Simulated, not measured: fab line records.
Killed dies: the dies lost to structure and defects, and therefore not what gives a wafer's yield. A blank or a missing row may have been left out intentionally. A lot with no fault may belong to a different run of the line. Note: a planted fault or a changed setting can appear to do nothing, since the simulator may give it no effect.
A sampling plan put to the test	flow n5-finfet	one line in one fab, 36 faults in these records, each fault weighed on the records of the lots it struck
The plan consists of the line's own looks: route steps at which the wafer is read by a gauge or an inspection but not changed. A look is open to judgement when struck wafers have a number at it and the file gives its usual mean and standard deviation on fault-free wafers. Caught: at a look after the fault's first step, the mean of the struck wafers lies 4 or more of those standard deviations (sigma) from the usual mean. On the tool: the same test on the tool's own readings at the fault's steps. It also counts as caught if the struck wafers ran another recipe or if their record alone is blank.

## THE FAULTS, as the simulator had put them in
1. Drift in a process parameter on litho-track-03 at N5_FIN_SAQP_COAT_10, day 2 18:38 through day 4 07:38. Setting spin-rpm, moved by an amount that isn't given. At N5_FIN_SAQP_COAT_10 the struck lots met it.
2. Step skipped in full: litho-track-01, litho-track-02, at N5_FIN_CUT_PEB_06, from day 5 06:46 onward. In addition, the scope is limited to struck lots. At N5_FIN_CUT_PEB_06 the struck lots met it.
3. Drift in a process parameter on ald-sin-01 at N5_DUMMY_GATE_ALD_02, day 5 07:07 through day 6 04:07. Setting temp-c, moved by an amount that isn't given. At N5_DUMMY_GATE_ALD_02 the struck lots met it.
4. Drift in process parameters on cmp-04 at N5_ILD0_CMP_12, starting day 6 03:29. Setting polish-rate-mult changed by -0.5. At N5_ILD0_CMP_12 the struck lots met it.
5. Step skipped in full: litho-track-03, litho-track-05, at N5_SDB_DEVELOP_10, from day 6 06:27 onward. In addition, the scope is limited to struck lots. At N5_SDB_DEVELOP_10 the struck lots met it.
6. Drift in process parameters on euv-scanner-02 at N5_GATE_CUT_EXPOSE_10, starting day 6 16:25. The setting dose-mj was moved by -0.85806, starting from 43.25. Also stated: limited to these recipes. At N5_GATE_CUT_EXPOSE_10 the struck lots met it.
7. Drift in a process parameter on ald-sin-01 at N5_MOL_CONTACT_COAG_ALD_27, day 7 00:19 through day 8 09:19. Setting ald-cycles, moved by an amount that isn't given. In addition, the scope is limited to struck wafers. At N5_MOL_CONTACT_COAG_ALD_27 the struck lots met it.
8. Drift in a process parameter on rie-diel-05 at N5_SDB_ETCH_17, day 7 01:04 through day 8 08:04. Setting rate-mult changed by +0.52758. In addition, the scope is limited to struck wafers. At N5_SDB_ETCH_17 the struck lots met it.
9. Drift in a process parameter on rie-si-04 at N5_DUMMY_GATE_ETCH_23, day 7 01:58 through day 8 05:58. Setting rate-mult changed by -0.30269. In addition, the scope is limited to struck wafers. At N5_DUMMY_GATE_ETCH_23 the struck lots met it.
10. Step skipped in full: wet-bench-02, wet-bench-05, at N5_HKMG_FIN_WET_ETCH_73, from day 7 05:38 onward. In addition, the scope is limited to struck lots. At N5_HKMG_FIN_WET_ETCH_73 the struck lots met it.
11. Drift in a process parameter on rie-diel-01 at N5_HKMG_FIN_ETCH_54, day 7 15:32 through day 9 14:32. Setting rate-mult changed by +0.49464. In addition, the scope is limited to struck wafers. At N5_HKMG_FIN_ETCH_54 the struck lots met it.
12. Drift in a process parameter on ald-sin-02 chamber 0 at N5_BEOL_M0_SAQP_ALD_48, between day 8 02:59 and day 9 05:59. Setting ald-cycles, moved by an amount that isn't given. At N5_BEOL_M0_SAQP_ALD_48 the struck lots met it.
13. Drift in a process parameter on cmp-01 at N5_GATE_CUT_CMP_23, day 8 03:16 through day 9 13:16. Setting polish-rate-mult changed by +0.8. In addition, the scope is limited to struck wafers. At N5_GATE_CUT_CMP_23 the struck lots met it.
14. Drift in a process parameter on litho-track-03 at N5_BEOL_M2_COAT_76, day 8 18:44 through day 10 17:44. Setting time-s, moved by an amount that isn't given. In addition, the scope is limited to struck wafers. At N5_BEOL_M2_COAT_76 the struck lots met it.
15. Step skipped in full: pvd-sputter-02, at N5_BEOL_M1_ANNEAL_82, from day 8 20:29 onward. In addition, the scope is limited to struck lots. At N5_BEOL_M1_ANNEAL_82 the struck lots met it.
16. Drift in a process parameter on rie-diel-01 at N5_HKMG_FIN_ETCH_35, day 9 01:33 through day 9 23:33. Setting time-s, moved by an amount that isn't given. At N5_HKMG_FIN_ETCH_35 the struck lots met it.
17. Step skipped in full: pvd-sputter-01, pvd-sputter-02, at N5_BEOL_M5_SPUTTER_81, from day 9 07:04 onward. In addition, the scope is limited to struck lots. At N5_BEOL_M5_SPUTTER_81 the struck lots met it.
18. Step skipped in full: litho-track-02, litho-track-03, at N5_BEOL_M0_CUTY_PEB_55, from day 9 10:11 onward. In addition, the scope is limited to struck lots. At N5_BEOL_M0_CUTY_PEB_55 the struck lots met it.
19. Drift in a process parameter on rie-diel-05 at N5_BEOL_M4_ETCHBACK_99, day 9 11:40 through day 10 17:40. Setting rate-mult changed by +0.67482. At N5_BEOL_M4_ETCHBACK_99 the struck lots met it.
20. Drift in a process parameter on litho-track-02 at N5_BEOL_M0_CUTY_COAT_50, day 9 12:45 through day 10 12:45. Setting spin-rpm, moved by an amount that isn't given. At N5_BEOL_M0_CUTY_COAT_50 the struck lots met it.
21. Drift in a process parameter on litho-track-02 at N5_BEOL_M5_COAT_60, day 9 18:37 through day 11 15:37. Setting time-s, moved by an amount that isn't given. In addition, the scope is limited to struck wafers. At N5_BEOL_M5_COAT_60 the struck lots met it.
22. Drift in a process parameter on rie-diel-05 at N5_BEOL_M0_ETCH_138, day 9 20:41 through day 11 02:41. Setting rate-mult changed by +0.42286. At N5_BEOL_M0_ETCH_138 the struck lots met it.
23. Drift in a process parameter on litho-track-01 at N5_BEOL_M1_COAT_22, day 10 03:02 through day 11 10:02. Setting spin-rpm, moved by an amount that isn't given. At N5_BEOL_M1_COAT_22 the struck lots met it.
24. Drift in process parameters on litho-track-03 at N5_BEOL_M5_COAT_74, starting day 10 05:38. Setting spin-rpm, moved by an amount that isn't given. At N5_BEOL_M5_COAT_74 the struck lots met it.
25. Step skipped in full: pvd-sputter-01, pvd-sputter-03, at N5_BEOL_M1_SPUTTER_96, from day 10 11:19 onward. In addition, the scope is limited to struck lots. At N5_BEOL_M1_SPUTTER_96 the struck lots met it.
26. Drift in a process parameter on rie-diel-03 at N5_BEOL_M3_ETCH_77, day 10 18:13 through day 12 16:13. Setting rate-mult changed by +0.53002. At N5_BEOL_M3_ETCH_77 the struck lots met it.
27. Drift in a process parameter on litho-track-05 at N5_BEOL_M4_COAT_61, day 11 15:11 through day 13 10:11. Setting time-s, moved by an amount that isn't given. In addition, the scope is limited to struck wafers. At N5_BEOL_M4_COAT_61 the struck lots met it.
28. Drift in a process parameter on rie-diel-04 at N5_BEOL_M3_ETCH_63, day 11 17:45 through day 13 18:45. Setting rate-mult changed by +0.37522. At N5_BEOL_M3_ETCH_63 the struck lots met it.
29. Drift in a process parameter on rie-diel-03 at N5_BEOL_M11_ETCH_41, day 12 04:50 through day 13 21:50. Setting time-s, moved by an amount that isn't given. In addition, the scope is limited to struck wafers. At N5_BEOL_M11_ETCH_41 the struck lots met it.
30. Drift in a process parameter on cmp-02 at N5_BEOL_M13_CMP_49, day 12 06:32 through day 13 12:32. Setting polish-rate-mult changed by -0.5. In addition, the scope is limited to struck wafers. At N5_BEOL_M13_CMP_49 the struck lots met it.
31. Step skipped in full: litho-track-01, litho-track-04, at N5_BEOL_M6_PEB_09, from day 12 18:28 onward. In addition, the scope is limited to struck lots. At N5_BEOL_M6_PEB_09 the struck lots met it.
32. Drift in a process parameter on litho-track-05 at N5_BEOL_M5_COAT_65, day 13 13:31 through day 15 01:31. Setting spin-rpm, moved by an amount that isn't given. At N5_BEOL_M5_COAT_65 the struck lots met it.
33. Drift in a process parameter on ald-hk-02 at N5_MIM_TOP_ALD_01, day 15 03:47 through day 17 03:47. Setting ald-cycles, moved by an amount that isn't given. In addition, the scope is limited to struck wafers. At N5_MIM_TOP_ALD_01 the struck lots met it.
34. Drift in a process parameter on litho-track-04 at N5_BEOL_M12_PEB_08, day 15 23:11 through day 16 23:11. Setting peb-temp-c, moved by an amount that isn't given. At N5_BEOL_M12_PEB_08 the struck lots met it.
35. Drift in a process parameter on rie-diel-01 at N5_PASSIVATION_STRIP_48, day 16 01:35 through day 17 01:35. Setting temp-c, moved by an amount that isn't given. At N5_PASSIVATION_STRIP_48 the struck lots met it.
36. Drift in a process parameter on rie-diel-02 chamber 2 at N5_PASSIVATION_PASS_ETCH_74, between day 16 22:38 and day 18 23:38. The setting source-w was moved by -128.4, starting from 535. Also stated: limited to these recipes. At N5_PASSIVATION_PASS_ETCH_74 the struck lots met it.

## WHAT THE PLAN SAW
fault	on the tool itself	first look that catches it	reading, sigma	median hours from its first step to that look	hours from the fault's start to the first struck lot there	judged looks passed uncaught
1	spin-speed-rpm +80 sigma	none of the 2 looks that can be judged after it	-	-	-	2
2	the tool's record is blank for the struck wafers	no look after it can be judged	-	-	-	0
3	susceptor-temp-C -19 sigma	not the one look that can be judged after it	-	-	-	1
4	time-to-endpoint-s +10 sigma	not the one look that can be judged after it	-	-	-	1
5	the tool's record is blank for the struck wafers	no look after it can be judged	-	-	-	0
6	exposure-dose-mJ-cm2 -10 sigma	none of the 2 looks that can be judged after it	-	-	-	2
7	run-length-s -99 or beyond sigma	not the one look that can be judged after it	-	-	-	1
8	etch-rf-on-time-s -26 sigma	not the one look that can be judged after it	-	-	-	1
9	oes-product-au -18 sigma	not the one look that can be judged after it	-	-	-	1
10	the tool's record is blank for the struck wafers	not the one look that can be judged after it	-	-	-	1
11	etch-rf-on-time-s -19 sigma	not the one look that can be judged after it	-	-	-	1
12	under 2 sigma	not the one look that can be judged after it	-	-	-	1
13	only faintly: time-to-endpoint-s -2.9 sigma	not the one look that can be judged after it	-	-	-	1
14	run-length-s -25 sigma	not the one look that can be judged after it	-	-	-	1
15	the tool's record is blank for the struck wafers	not the one look that can be judged after it	-	-	-	1
16	run-length-s -85 sigma	not the one look that can be judged after it	-	-	-	1
17	the tool's record is blank for the struck wafers	no look after it can be judged	-	-	-	0
18	the tool's record is blank for the struck wafers	no look after it can be judged	-	-	-	0
19	only faintly: oes-product-au +3.4 sigma	not the one look that can be judged after it	-	-	-	1
20	spin-speed-rpm -99 or beyond sigma	not the one look that can be judged after it	-	-	-	1
21	run-length-s +47 sigma	not the one look that can be judged after it	-	-	-	1
22	etch-rf-on-time-s -12 sigma	not the one look that can be judged after it	-	-	-	1
23	spin-speed-rpm +99 or beyond sigma	not the one look that can be judged after it	-	-	-	1
24	spin-speed-rpm -50 sigma	no look after it can be judged	-	-	-	0
25	the tool's record is blank for the struck wafers	not the one look that can be judged after it	-	-	-	1
26	etch-rf-on-time-s -16 sigma	not the one look that can be judged after it	-	-	-	1
27	run-length-s -25 sigma	not the one look that can be judged after it	-	-	-	1
28	etch-rf-on-time-s -13 sigma	not the one look that can be judged after it	-	-	-	1
29	run-length-s +19 sigma	no look after it can be judged	-	-	-	0
30	overpolish-run-s -99 or beyond sigma	N5_BEOL_M13_THK_MEAS_50	M13_THK +51	0.3	1	0
31	the tool's record is blank for the struck wafers	no look after it can be judged	-	-	-	0
32	spin-speed-rpm -99 or beyond sigma	not the one look that can be judged after it	-	-	-	1
33	under 2 sigma	no look after it can be judged	-	-	-	0
34	plate-temp-C +4.8 sigma	no look after it can be judged	-	-	-	0
35	temp-c +10 sigma	no look after it can be judged	-	-	-	0
36	rf-fwd-power-W -74 sigma	no look after it can be judged	-	-	-	0
A dash: this means the fault isn't caught or the number doesn't appear in these records.

Caught at a look: 1 of 36. Caught on the tool: 32 of 36. By one or the other: 32 of 36.
Faults 1, 2, 3, 4, 5, 6, 7, 8, 9, 10, 11, 14, 15, 16, 17, 18, 20, 21, 22, 23, 24, 25, 26, 27, 28, 29, 31, 32, 34, 35, 36 were caught on the tool alone.
Caught by neither: faults 12, 13, 19, 33.

## THINNER SAMPLING
If the look that catches a fault measured only every second or every third lot, by lot number, the first struck lot would be measured this late in the worst case:
fault	struck lots at that look, in order of time	every lot	every second lot	every third lot
30	L809, L814	1 h	19 h	may miss all 2
Hours are from the fault's start to the first struck lot that is measured. Since the struck wafers were tested as one group against 4 sigma, a single lot by itself may lie under the limit. Other struck lots may not be in these records.

## THE LONGEST TIMED WAY FROM STEP TO LOOK
Fault 30: median gap of 0.3 hours between N5_BEOL_M13_CMP_49 and N5_BEOL_M13_THK_MEAS_50. No look between them can be judged.
